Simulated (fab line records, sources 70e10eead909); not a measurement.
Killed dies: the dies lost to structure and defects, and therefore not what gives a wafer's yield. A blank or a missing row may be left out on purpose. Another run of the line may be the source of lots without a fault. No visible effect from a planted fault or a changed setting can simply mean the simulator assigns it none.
What tool caused it? -- flow nandHarc -- Sampling: 13 lots, 38 wafers, 5 of 1302 route steps

== WHAT THE GAUGES READ, wafer by wafer ==
NHARC_END_SORT_01. Usual: killedAtArray 44, standard deviation 16; killedAtOther 0.6, standard deviation 1.1; killedAtPeriphery 3.9, standard deviation 2.6; killedDies 48, standard deviation 16; killedOpen 3.1, standard deviation 1.9; killedShort 2.4, standard deviation 1.8.
lot,measured,on,killedAtArray,killedAtOther,killedAtPeriphery,killedDies,killedOpen,killedShort,flag
L428,day 28 23:52,prober-02,41,2,3,46,5,0,

== EACH LOT AND THE TOOL THAT RAN IT (in order: tool; ch and the chambers of the sampled wafers; start) ==
lot,NHARC_A_CONTACT_ETCH_88,NHARC_A_CONTACT_ETCH_134,NHARC_A_CONTACT_ETCH_135,NHARC_A_CONTACT_ALD_18
L417,"rieDiel-01 ch 0,3, day 22 13:08","harCapEtch-03 ch 0,1, day 22 14:10","harCapEtch-03 ch 0,1, day 22 14:23","aldMetal-02 ch 1,2,3, day 22 17:14"
L418,"rieDiel-01 ch 0,1,2, day 22 23:41","harCapEtch-03 ch 0, day 23 00:45","harCapEtch-03 ch 0, day 23 00:58","aldMetal-03 ch 1,2,3, day 23 03:45"
L420,"rieDiel-01 ch 0,1,3, day 23 07:22","harCapEtch-02 ch 0,1, day 23 08:44","harCapEtch-02 ch 0,1, day 23 08:57","aldMetal-03 ch 1,2,3, day 23 13:05"
L421,"rieDiel-01 ch 1,3, day 23 14:05","harCapEtch-03 ch 0,1, day 23 15:10","harCapEtch-03 ch 0,1, day 23 15:27","aldMetal-02 ch 0,1,3, day 23 18:40"
L419,"rieDiel-07 ch 0,1,2, day 23 14:14","harCapEtch-02 ch 0,1, day 23 15:17","harCapEtch-02 ch 0,1, day 23 15:29","aldMetal-04 ch 0,2,3, day 23 18:17"
L428,"rieDiel-04 ch 0,1,3, day 26 17:01","harCapEtch-01 ch 0,1, day 26 18:05","harCapEtch-01 ch 0,1, day 26 18:18","aldMetal-03 ch 0,2, day 26 21:15"
L430,"rieDiel-07 ch 0, day 27 16:16","harCapEtch-02 ch 0,1, day 27 17:25","harCapEtch-02 ch 0,1, day 27 17:39","aldMetal-03 ch 0,1, day 27 20:20"
L435,"rieDiel-01 ch 2,3, day 29 22:56","harCapEtch-01 ch 0,1, day 30 00:07","harCapEtch-01 ch 0,1, day 30 00:20","aldMetal-03 ch 1,3, day 30 03:07"
L437,"rieDiel-01 ch 0,1, day 30 05:03","harCapEtch-03 ch 0,1, day 30 06:10","harCapEtch-03 ch 0,1, day 30 06:23","aldMetal-03 ch 0,1,2, day 30 09:36"
L436,"rieDiel-07 ch 2,3, day 30 06:46","harCapEtch-02 ch 0,1, day 30 08:04","harCapEtch-02 ch 0,1, day 30 08:17","aldMetal-02 ch 0,1,3, day 30 11:07"
L439,"rieDiel-01 ch 0,2,3, day 31 05:57","harCapEtch-02 ch 0,1, day 31 06:59","harCapEtch-02 ch 0,1, day 31 07:11","aldMetal-03 ch 1,2,3, day 31 09:59"
L438,"rieDiel-04 ch 1,2,3, day 32 09:38","harCapEtch-03 ch 0,1, day 32 10:40","harCapEtch-03 ch 0,1, day 32 10:53","aldMetal-04 ch 0,1,3, day 32 13:40"
L440,"rieDiel-07 ch 1,2, day 32 21:46","harCapEtch-03 ch 0,1, day 32 23:38","harCapEtch-03 ch 0,1, day 32 23:50","aldMetal-03 ch 1,2, day 33 02:43"
- NHARC_A_CONTACT_ETCH_88: etches the open film in CF4, target depth 39 nm, time 65 s.
- NHARC_A_CONTACT_ETCH_134: etches the open film in C4F8/O2/Ar, time 140 s, target depth 700 nm.
- NHARC_A_CONTACT_ETCH_135: etches the open film in C4F8/O2/Ar, time 311 s, target depth 1912 nm.
- NHARC_A_CONTACT_ALD_18: deposits TiN, target thk 3 nm, pulse time 1 s, ald cycles 150.

== WHAT THE TOOLS THEMSELVES READ (means of the sampled wafers that have a number; where no wafer has one, the mark that the record gives instead) ==
NHARC_A_CONTACT_ETCH_88. Usual: drypumpMotorCurrentA 5.8 A, standard deviation 0.5; oesProductAu 1.002 a.u., standard deviation 0.0072; rfVppV 151.0 V, standard deviation 1.2; showerheadPlenumPTorr 1.75 Torr, standard deviation 0.063; throttleValvePct 13.283 %, standard deviation 0.0093.
lot,tool,drypumpMotorCurrentA (A),oesProductAu (a.u.),rfVppV (V),showerheadPlenumPTorr (Torr),throttleValvePct (%),flag
L417,rieDiel-01,5.8,0.993,149.3,1.71,13.279,
L418,rieDiel-01,5.9,1.009,151.7,1.80,13.286,
L420,rieDiel-01,5.8,1.003,150.7,1.74,13.286,
L421,rieDiel-01,5.4,1.009,150.4,1.72,13.283,
L419,rieDiel-07,6.0,0.996,151.8,1.77,13.278,
L428,rieDiel-04,5.2,1.004,151.2,1.76,13.278,
L430,rieDiel-07,6.5,1.002,151.1,1.84,13.289,
L435,rieDiel-01,5.6,1.001,150.3,1.73,13.285,
L437,rieDiel-01,6.1,1.006,151.3,1.76,13.288,
L436,rieDiel-07,6.0,0.999,151.3,1.70,13.287,
L439,rieDiel-01,5.9,1.009,150.8,1.75,13.282,
L438,rieDiel-04,5.6,1.001,151.5,1.79,13.289,
L440,rieDiel-07,5.8,0.992,150.9,1.71,13.289,

NHARC_A_CONTACT_ALD_18. Usual: heaterPowerW 1135 W, standard deviation 120; precursorPulseHeightRel 1.000, standard deviation 0.02.
lot,tool,heaterPowerW (W),precursorPulseHeightRel,flag
L417,aldMetal-02,1100,0.998,
L418,aldMetal-03,1148,0.995,
L420,aldMetal-03,1141,0.995,
L421,aldMetal-02,1167,1.004,
L419,aldMetal-04,1114,0.998,
L428,aldMetal-03,1241,1.002,
L430,aldMetal-03,1089,1.029,
L435,aldMetal-03,1084,0.995,
L437,aldMetal-03,1167,1.000,
L436,aldMetal-02,1170,1.003,
L439,aldMetal-03,1199,1.005,
L438,aldMetal-04,1101,0.994,
L440,aldMetal-03,1181,1.009,

== THE ANSWER, worked out from the rows above alone ==
Rule: a lot counts as off when the mean over its wafers that have a number is more than 3 standard deviations away from the usual mean. Also off: a lot with no number at a reading for which 4 or more lots have one. The other lots that the step has rows for count as sound. After the gauges, taken in route order, come the tools' own readings; for these a lot's mean is taken, as printed above. At the first step where some lot is off, the reading lying furthest off is the one used; lots without a number count as furthest.
No lot is off on any of the readings shown, so nothing can be concluded from this.

== WHAT HAD BEEN PUT IN BY THE SIMULATOR ==
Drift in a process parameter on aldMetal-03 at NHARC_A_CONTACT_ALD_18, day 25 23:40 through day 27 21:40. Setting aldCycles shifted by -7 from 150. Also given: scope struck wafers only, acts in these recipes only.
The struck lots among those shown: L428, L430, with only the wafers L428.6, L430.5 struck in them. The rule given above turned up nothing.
